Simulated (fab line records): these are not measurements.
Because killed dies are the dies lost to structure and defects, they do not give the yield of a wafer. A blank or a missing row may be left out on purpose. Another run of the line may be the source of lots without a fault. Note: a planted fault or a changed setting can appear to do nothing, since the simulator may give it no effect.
Matching of chambers -- flow n5_finfet -- N5_BEOL_M8_ETCH_66 on rie_diel-05 has 4 sister chambers
The step etches SOC in N2/H2, target depth 80 nm, overetch 16 nm, time 120 s. 4 wafers are shown with their chamber, then 7 later ones without.

== WAFERS, EACH WITH ITS CHAMBER ==
wafer,chamber,throttle_valve_pct (%)
L084.1,1,17.69
L084.2,2,17.77
L086.1,0,18.07
L086.2,3,17.50

== WAFERS WITH NO CHAMBER GIVEN ==
wafer,throttle_valve_pct (%)
L086.4,17.71
L092.1,17.72
L092.2,17.79
L092.5,17.72
L096.3,17.79
L096.5,17.73
L096.6,18.10

== THE CHAMBER EACH PASSED THROUGH ==
wafer,from the rows above,in truth
L086.4,can't be placed: 1 or 2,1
L092.1,can't be placed: 1 or 2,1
L092.2,2,2
L092.5,can't be placed: 1 or 2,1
L096.3,2,2
L096.5,can't be placed: 1 or 2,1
L096.6,0,0
Correct placement for 3 of the 7. These rows do not allow placing 4 (true chamber among the candidates in 4). Placed wrongly: 0.
How it was worked out, from the rows above alone: a wafer's distance from a chamber is the root of the sum, over the readings, of the square of ((its reading less the chamber's mean) divided by the reading's scatter). If the next closest chamber is less than 2 further off than the closest, the wafer can't be placed; otherwise it belongs to the closest. A chamber's mean is the mean of its shown wafers. The scatter: with one shown wafer a chamber, the root of the mean of the squares of how far each hidden wafer lies from its nearest shown one.
